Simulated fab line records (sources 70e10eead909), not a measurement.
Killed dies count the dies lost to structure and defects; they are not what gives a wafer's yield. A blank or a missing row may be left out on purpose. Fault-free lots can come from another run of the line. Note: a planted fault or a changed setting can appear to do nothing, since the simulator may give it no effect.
What tool caused it? || flow nand harc || Sampling: 12 lots, 36 wafers, 5 of 1159 route steps

## WHAT THE GAUGES SHOWED, per wafer
NHARC_END_SORT_01.
{"lot": "L213", "measured": "day 20 03:02", "on": "prober-01", "killed at array": "31 22 30", "killed at other": "0 1 0", "killed at periphery": "3 8 4", "killed dies": "34 31 34", "killed open": "2 6 3", "killed short": "4 1 2"}
{"lot": "L215", "measured": "day 19 19:08", "on": "prober-01", "killed at array": "543 534 551", "killed at other": "3 1 1", "killed at periphery": "5 1 5", "killed dies": "551 536 557", "killed open": "2 1 6", "killed short": "5 2 4"}
{"lot": "L218", "measured": "day 20 15:04", "on": "prober-02", "killed at array": "545 557 543", "killed at other": "0 0 0", "killed at periphery": "1 0 1", "killed dies": "546 557 544", "killed open": "4 3 6", "killed short": "1 1 1"}
{"lot": "L221", "measured": "day 21 18:38", "on": "prober-02", "killed at array": "29 23 23", "killed at other": "1 1 0", "killed at periphery": "3 3 2", "killed dies": "33 27 25", "killed open": "4 2 4", "killed short": "3 1 1"}
{"lot": "L226", "measured": "day 23 03:07", "on": "prober-01", "killed at array": "12 10 13", "killed at other": "4 1 4", "killed at periphery": "4 4 4", "killed dies": "20 15 21", "killed open": "9 2 4", "killed short": "1 2 2"}
{"lot": "L224", "measured": "day 22 10:40", "on": "prober-01", "killed at array": "20 21 20", "killed at other": "0 0 0", "killed at periphery": "3 1 1", "killed dies": "23 22 21", "killed open": "6 3 3", "killed short": "2 3 0"}
{"lot": "L228", "measured": "day 24 08:14", "on": "prober-02", "killed at array": "19 14 21", "killed at other": "3 2 0", "killed at periphery": "6 6 4", "killed dies": "28 22 25", "killed open": "5 4 4", "killed short": "2 6 5"}
{"lot": "L227", "measured": "day 24 00:28", "on": "prober-01", "killed at array": "25 37 36", "killed at other": "0 1 0", "killed at periphery": "5 3 2", "killed dies": "30 41 38", "killed open": "2 1 3", "killed short": "3 3 2"}
{"lot": "L230", "measured": "day 24 08:17", "on": "prober-01", "killed at array": "12 12 14", "killed at other": "0 0 2", "killed at periphery": "1 3 3", "killed dies": "13 15 19", "killed open": "2 6 3", "killed short": "2 2 4"}
{"lot": "L231", "measured": "day 24 00:30", "on": "prober-02", "killed at array": "30 25 27", "killed at other": "0 1 1", "killed at periphery": "0 1 2", "killed dies": "30 27 30", "killed open": "2 4 2", "killed short": "0 4 4"}
{"lot": "L229", "measured": "day 24 16:02", "on": "prober-02", "killed at array": "29 31 37", "killed at other": "1 0 0", "killed at periphery": "3 4 6", "killed dies": "33 35 43", "killed open": "3 4 3", "killed short": "2 1 0"}
{"lot": "L233", "measured": "day 24 17:45", "on": "prober-01", "killed at array": "17 16 15", "killed at other": "2 1 2", "killed at periphery": "6 7 3", "killed dies": "25 24 20", "killed open": "6 3 2", "killed short": "2 1 3"}

## EACH LOT AND THE TOOL THAT RAN IT (in order: tool; ch and the chambers of the sampled wafers; start)
{"lot": "L213", "NHARC_A_STAIRCASE_HM_DEP_462": "acl dep-02 ch 0, day 12 05:09", "NHARC_A_STAIRCASE_STRIP_316": "rie diel-05 ch 0,2,3, day 12 12:04 or earlier", "NHARC_A_STAIRCASE_STRIP_476": "rie diel-13 ch 1,2,3, day 12 12:04", "NHARC_A_STAIRCASE_CVD_552": "lpcvd-01 ch 0, day 12 21:24"}
{"lot": "L215", "NHARC_A_STAIRCASE_HM_DEP_462": "acl dep-01 ch 0, day 12 13:18", "NHARC_A_STAIRCASE_STRIP_316": "rie diel-05 ch 0,2,3, day 12 20:04 or earlier", "NHARC_A_STAIRCASE_STRIP_476": "rie diel-02 ch 1,2,3, day 12 20:04", "NHARC_A_STAIRCASE_CVD_552": "lpcvd-01 ch 1, day 13 04:36"}
{"lot": "L218", "NHARC_A_STAIRCASE_HM_DEP_462": "acl dep-02 ch 0, day 13 11:01", "NHARC_A_STAIRCASE_STRIP_316": "rie diel-05 ch 0,1,2, day 13 17:42 or earlier", "NHARC_A_STAIRCASE_STRIP_476": "rie diel-13 ch 1,2,3, day 13 17:42", "NHARC_A_STAIRCASE_CVD_552": "lpcvd-02 ch 0, day 14 02:17"}
{"lot": "L221", "NHARC_A_STAIRCASE_HM_DEP_462": "acl dep-03 ch 0, day 14 01:56", "NHARC_A_STAIRCASE_STRIP_316": "rie diel-05 ch 1,2,3, day 14 08:28 or earlier", "NHARC_A_STAIRCASE_STRIP_476": "rie diel-02 ch 0,1,3, day 14 08:28", "NHARC_A_STAIRCASE_CVD_552": "lpcvd-02 ch 1, day 14 21:34"}
{"lot": "L226", "NHARC_A_STAIRCASE_HM_DEP_462": "acl dep-01 ch 0, day 14 23:05", "NHARC_A_STAIRCASE_STRIP_316": "rie diel-05 ch 0,1,2, day 15 05:14 or earlier", "NHARC_A_STAIRCASE_STRIP_476": "rie diel-02 ch 1,2, day 15 05:14", "NHARC_A_STAIRCASE_CVD_552": "lpcvd-02 ch 1, day 15 13:47"}
{"lot": "L224", "NHARC_A_STAIRCASE_HM_DEP_462": "acl dep-03 ch 0, day 15 04:13", "NHARC_A_STAIRCASE_STRIP_316": "rie diel-13 ch 0,1,3, day 15 12:42 or earlier", "NHARC_A_STAIRCASE_STRIP_476": "rie diel-02 ch 0,1,2, day 15 12:42", "NHARC_A_STAIRCASE_CVD_552": "lpcvd-01 ch 1, day 15 18:08"}
{"lot": "L228", "NHARC_A_STAIRCASE_HM_DEP_462": "acl dep-03 ch 0, day 15 21:47", "NHARC_A_STAIRCASE_STRIP_316": "rie diel-13 ch 1,2,3, day 16 06:58 or earlier", "NHARC_A_STAIRCASE_STRIP_476": "rie diel-02 ch 0,1,3, day 16 06:58", "NHARC_A_STAIRCASE_CVD_552": "lpcvd-02 ch 0, day 16 15:31"}
{"lot": "L227", "NHARC_A_STAIRCASE_HM_DEP_462": "acl dep-01 ch 0, day 16 08:22", "NHARC_A_STAIRCASE_STRIP_316": "rie diel-13 ch 0,1,3, day 16 15:02 or earlier", "NHARC_A_STAIRCASE_STRIP_476": "rie diel-02 ch 0,3, day 16 15:02", "NHARC_A_STAIRCASE_CVD_552": "lpcvd-02 ch 0, day 16 23:35"}
{"lot": "L230", "NHARC_A_STAIRCASE_HM_DEP_462": "acl dep-01 ch 0, day 16 10:11", "NHARC_A_STAIRCASE_STRIP_316": "rie diel-13 ch 0,1,2, day 16 16:51 or earlier", "NHARC_A_STAIRCASE_STRIP_476": "rie diel-13 ch 0,1,3, day 16 16:51", "NHARC_A_STAIRCASE_CVD_552": "lpcvd-02 ch 0, day 16 23:35"}
{"lot": "L231", "NHARC_A_STAIRCASE_HM_DEP_462": "acl dep-03 ch 0, day 16 12:31", "NHARC_A_STAIRCASE_STRIP_316": "rie diel-05 ch 0,2,3, day 16 19:06 or earlier", "NHARC_A_STAIRCASE_STRIP_476": "rie diel-02 ch 0,3, day 16 19:06", "NHARC_A_STAIRCASE_CVD_552": "lpcvd-01 ch 1, day 17 04:01"}
{"lot": "L229", "NHARC_A_STAIRCASE_HM_DEP_462": "acl dep-03 ch 0, day 16 16:34", "NHARC_A_STAIRCASE_STRIP_316": "rie diel-13 ch 0,1, day 16 23:38 or earlier", "NHARC_A_STAIRCASE_STRIP_476": "rie diel-13 ch 0,1, day 16 23:38", "NHARC_A_STAIRCASE_CVD_552": "lpcvd-02 ch 0, day 17 08:13"}
{"lot": "L233", "NHARC_A_STAIRCASE_HM_DEP_462": "acl dep-01 ch 0, day 16 20:51", "NHARC_A_STAIRCASE_STRIP_316": "rie diel-13 ch 0,1,3, day 17 03:29 or earlier", "NHARC_A_STAIRCASE_STRIP_476": "rie diel-02 ch 1,2,3, day 17 03:29", "NHARC_A_STAIRCASE_CVD_552": "lpcvd-02 ch 1, day 17 13:02"}
- NHARC_A_STAIRCASE_HM_DEP_462: deposits aC, target thk 800 nm.
- NHARC_A_STAIRCASE_STRIP_316: strips in O2.
- NHARC_A_STAIRCASE_STRIP_476: strips in O2, time 20 s.
- NHARC_A_STAIRCASE_CVD_552: deposits SiNx, target thk 40 nm.

## AS READ BY THE TOOLS THEMSELVES (means over the sampled wafers that have a number; for cases with no such wafer, the mark the record gives instead)
NHARC_A_STAIRCASE_HM_DEP_462.
{"lot": "L213", "tool": "acl dep-02", "throttle valve pct (%)": 34.992}
{"lot": "L215", "tool": "acl dep-01", "throttle valve pct (%)": 34.992}
{"lot": "L218", "tool": "acl dep-02", "throttle valve pct (%)": 34.993}
{"lot": "L221", "tool": "acl dep-03", "throttle valve pct (%)": 35.005}
{"lot": "L226", "tool": "acl dep-01", "throttle valve pct (%)": 34.999}
{"lot": "L224", "tool": "acl dep-03", "throttle valve pct (%)": 34.996}
{"lot": "L228", "tool": "acl dep-03", "throttle valve pct (%)": 35.003}
{"lot": "L227", "tool": "acl dep-01", "throttle valve pct (%)": 34.997}
{"lot": "L230", "tool": "acl dep-01", "throttle valve pct (%)": 35.004}
{"lot": "L231", "tool": "acl dep-03", "throttle valve pct (%)": 34.991}
{"lot": "L229", "tool": "acl dep-03", "throttle valve pct (%)": 34.997}
{"lot": "L233", "tool": "acl dep-01", "throttle valve pct (%)": 34.995}

NHARC_A_STAIRCASE_STRIP_316.
{"lot": "L213", "tool": "rie diel-05", "drypump motor current A (A)": 5.8, "o2 flow sccm (sccm)": 500.2, "oes product au (a.u.)": 0.986, "rf vpp V (V)": 56.6, "showerhead plenum p Torr (Torr)": 3.59, "throttle valve pct (%)": 17.030}
{"lot": "L215", "tool": "rie diel-05", "drypump motor current A (A)": 5.8, "o2 flow sccm (sccm)": 500.3, "oes product au (a.u.)": 0.993, "rf vpp V (V)": 57.5, "showerhead plenum p Torr (Torr)": 3.59, "throttle valve pct (%)": 17.031}
{"lot": "L218", "tool": "rie diel-05", "drypump motor current A (A)": 5.9, "o2 flow sccm (sccm)": 499.4, "oes product au (a.u.)": 0.996, "rf vpp V (V)": 57.5, "showerhead plenum p Torr (Torr)": 3.50, "throttle valve pct (%)": 17.040}
{"lot": "L221", "tool": "rie diel-05", "drypump motor current A (A)": 5.5, "o2 flow sccm (sccm)": 499.9, "oes product au (a.u.)": 0.996, "rf vpp V (V)": 57.9, "showerhead plenum p Torr (Torr)": 3.53, "throttle valve pct (%)": 17.037}
{"lot": "L226", "tool": "rie diel-05", "drypump motor current A (A)": 5.9, "o2 flow sccm (sccm)": 499.7, "oes product au (a.u.)": 0.996, "rf vpp V (V)": 58.7, "showerhead plenum p Torr (Torr)": 3.50, "throttle valve pct (%)": 17.024}
{"lot": "L224", "tool": "rie diel-13", "drypump motor current A (A)": 5.8, "o2 flow sccm (sccm)": 499.7, "oes product au (a.u.)": 0.987, "rf vpp V (V)": 57.2, "showerhead plenum p Torr (Torr)": 3.36, "throttle valve pct (%)": 17.037}
{"lot": "L228", "tool": "rie diel-13", "drypump motor current A (A)": 5.7, "o2 flow sccm (sccm)": 500.5, "oes product au (a.u.)": 0.993, "rf vpp V (V)": 57.3, "showerhead plenum p Torr (Torr)": 3.40, "throttle valve pct (%)": 17.044}
{"lot": "L227", "tool": "rie diel-13", "drypump motor current A (A)": 5.8, "o2 flow sccm (sccm)": 498.8, "oes product au (a.u.)": 0.987, "rf vpp V (V)": 56.9, "showerhead plenum p Torr (Torr)": 3.36, "throttle valve pct (%)": 17.036}
{"lot": "L230", "tool": "rie diel-13", "drypump motor current A (A)": 5.6, "o2 flow sccm (sccm)": 500.0, "oes product au (a.u.)": 0.991, "rf vpp V (V)": 57.5, "showerhead plenum p Torr (Torr)": 3.47, "throttle valve pct (%)": 17.045}
{"lot": "L231", "tool": "rie diel-05", "drypump motor current A (A)": 5.8, "o2 flow sccm (sccm)": 500.7, "oes product au (a.u.)": 1.000, "rf vpp V (V)": 57.8, "showerhead plenum p Torr (Torr)": 3.57, "throttle valve pct (%)": 17.040}
{"lot": "L229", "tool": "rie diel-13", "drypump motor current A (A)": 5.7, "o2 flow sccm (sccm)": 500.2, "oes product au (a.u.)": 0.989, "rf vpp V (V)": 57.6, "showerhead plenum p Torr (Torr)": 3.36, "throttle valve pct (%)": 17.042}
{"lot": "L233", "tool": "rie diel-13", "drypump motor current A (A)": 5.8, "o2 flow sccm (sccm)": 501.6, "oes product au (a.u.)": 0.999, "rf vpp V (V)": 58.2, "showerhead plenum p Torr (Torr)": 3.35, "throttle valve pct (%)": 17.033}

NHARC_A_STAIRCASE_STRIP_476.
{"lot": "L213", "tool": "rie diel-13", "drypump motor current A (A)": 5.7, "o2 flow sccm (sccm)": 499.1, "oes product au (a.u.)": 0.987, "rf vpp V (V)": 58.6, "showerhead plenum p Torr (Torr)": 3.41, "throttle valve pct (%)": 17.037}
{"lot": "L215", "tool": "rie diel-02", "drypump motor current A (A)": 5.8, "o2 flow sccm (sccm)": 501.5, "oes product au (a.u.)": 1.001, "rf vpp V (V)": 58.0, "showerhead plenum p Torr (Torr)": 3.53, "throttle valve pct (%)": 17.032}
{"lot": "L218", "tool": "rie diel-13", "drypump motor current A (A)": 5.7, "o2 flow sccm (sccm)": 500.1, "oes product au (a.u.)": 0.997, "rf vpp V (V)": 57.7, "showerhead plenum p Torr (Torr)": 3.41, "throttle valve pct (%)": 17.042}
{"lot": "L221", "tool": "rie diel-02", "drypump motor current A (A)": 6.0, "o2 flow sccm (sccm)": 500.3, "oes product au (a.u.)": 0.992, "rf vpp V (V)": 57.5, "showerhead plenum p Torr (Torr)": 3.47, "throttle valve pct (%)": 17.036}
{"lot": "L226", "tool": "rie diel-02", "drypump motor current A (A)": 5.7, "o2 flow sccm (sccm)": 499.5, "oes product au (a.u.)": 1.000, "rf vpp V (V)": 59.0, "showerhead plenum p Torr (Torr)": 3.62, "throttle valve pct (%)": 17.027}
{"lot": "L224", "tool": "rie diel-02", "drypump motor current A (A)": 5.6, "o2 flow sccm (sccm)": 499.7, "oes product au (a.u.)": 1.003, "rf vpp V (V)": 58.9, "showerhead plenum p Torr (Torr)": 3.63, "throttle valve pct (%)": 17.040}
{"lot": "L228", "tool": "rie diel-02", "drypump motor current A (A)": 6.0, "o2 flow sccm (sccm)": 500.6, "oes product au (a.u.)": 0.989, "rf vpp V (V)": 58.4, "showerhead plenum p Torr (Torr)": 3.64, "throttle valve pct (%)": 17.038}
{"lot": "L227", "tool": "rie diel-02", "drypump motor current A (A)": 6.1, "o2 flow sccm (sccm)": 500.5, "oes product au (a.u.)": 1.006, "rf vpp V (V)": 58.4, "showerhead plenum p Torr (Torr)": 3.73, "throttle valve pct (%)": 17.037}
{"lot": "L230", "tool": "rie diel-13", "drypump motor current A (A)": 5.8, "o2 flow sccm (sccm)": 500.4, "oes product au (a.u.)": 0.985, "rf vpp V (V)": 57.3, "showerhead plenum p Torr (Torr)": 3.35, "throttle valve pct (%)": 17.034}
{"lot": "L231", "tool": "rie diel-02", "drypump motor current A (A)": 5.9, "o2 flow sccm (sccm)": 501.1, "oes product au (a.u.)": 1.008, "rf vpp V (V)": 58.7, "showerhead plenum p Torr (Torr)": 3.66, "throttle valve pct (%)": 17.038}
{"lot": "L229", "tool": "rie diel-13", "drypump motor current A (A)": 5.7, "o2 flow sccm (sccm)": 499.3, "oes product au (a.u.)": 0.984, "rf vpp V (V)": 57.6, "showerhead plenum p Torr (Torr)": 3.36, "throttle valve pct (%)": 17.037}
{"lot": "L233", "tool": "rie diel-02", "drypump motor current A (A)": 5.8, "o2 flow sccm (sccm)": 500.0, "oes product au (a.u.)": 1.004, "rf vpp V (V)": 57.8, "showerhead plenum p Torr (Torr)": 3.69, "throttle valve pct (%)": 17.029}

NHARC_A_STAIRCASE_CVD_552.
{"lot": "L213", "tool": "lpcvd-01", "pressure mtorr (mTorr)": 299.8, "spike tc bottom C (C)": 721, "zone power lower pct (%)": 10.9}
{"lot": "L215", "tool": "lpcvd-01", "pressure mtorr (mTorr)": "-", "spike tc bottom C (C)": "-", "zone power lower pct (%)": "-"}
{"lot": "L218", "tool": "lpcvd-02", "pressure mtorr (mTorr)": "-", "spike tc bottom C (C)": "-", "zone power lower pct (%)": "-"}
{"lot": "L221", "tool": "lpcvd-02", "pressure mtorr (mTorr)": 300.1, "spike tc bottom C (C)": 724, "zone power lower pct (%)": 10.6}
{"lot": "L226", "tool": "lpcvd-02", "pressure mtorr (mTorr)": 301.1, "spike tc bottom C (C)": 724, "zone power lower pct (%)": 10.5}
{"lot": "L224", "tool": "lpcvd-01", "pressure mtorr (mTorr)": 300.9, "spike tc bottom C (C)": 724, "zone power lower pct (%)": 12.0}
{"lot": "L228", "tool": "lpcvd-02", "pressure mtorr (mTorr)": 300.5, "spike tc bottom C (C)": 714, "zone power lower pct (%)": 10.2}
{"lot": "L227", "tool": "lpcvd-02", "pressure mtorr (mTorr)": 299.6, "spike tc bottom C (C)": 714, "zone power lower pct (%)": 10.3}
{"lot": "L230", "tool": "lpcvd-02", "pressure mtorr (mTorr)": 299.9, "spike tc bottom C (C)": 713, "zone power lower pct (%)": 10.2}
{"lot": "L231", "tool": "lpcvd-01", "pressure mtorr (mTorr)": 300.3, "spike tc bottom C (C)": 722, "zone power lower pct (%)": 12.1}
{"lot": "L229", "tool": "lpcvd-02", "pressure mtorr (mTorr)": 300.1, "spike tc bottom C (C)": 713, "zone power lower pct (%)": 10.2}
{"lot": "L233", "tool": "lpcvd-02", "pressure mtorr (mTorr)": 299.7, "spike tc bottom C (C)": 724, "zone power lower pct (%)": 10.5}

## THE ANSWER, worked out from the rows above alone
Rule: usual is defined by the lots themselves. The widest of any qualifying gaps counts: lots, ordered by their means at a reading, are off when they make up no more than a third of the lots, leave a main group of 4 or more, and stand apart from it by 3 or more times the standard deviation of that group's means. If all means in a main group match to the digits the tables above print for the reading, that group is not used. A lot without any number at a reading at which 4 lots or more have one is off too. Any other lot the step has rows for is counted as sound. First the gauges in route order, then the tools' own readings, where a lot's mean is used as printed above. The first step at which some lot is off is used, and at that step the reading that is off furthest; a lot without a number counts as furthest.
Off, at NHARC_END_SORT_01 on killed dies: L215, L218. The main group has a mean of 27 with a standard deviation of 6.9.
If a tool, at a process step before that reading, ran all the lots that are off and no sound lot after the first of them, it fits. Not tried: the gauges at NHARC_END_SORT_01; whatever is off there is also off at NHARC_A_STAIRCASE_CVD_552, on other tools, and gauge error can't account for it. NHARC_A_STAIRCASE_STRIP_316: start missing for some lots; hours and lot order therefore follow NHARC_A_STAIRCASE_STRIP_476. No candidate that was tried fits.

## WHAT THE SIMULATOR PUT IN
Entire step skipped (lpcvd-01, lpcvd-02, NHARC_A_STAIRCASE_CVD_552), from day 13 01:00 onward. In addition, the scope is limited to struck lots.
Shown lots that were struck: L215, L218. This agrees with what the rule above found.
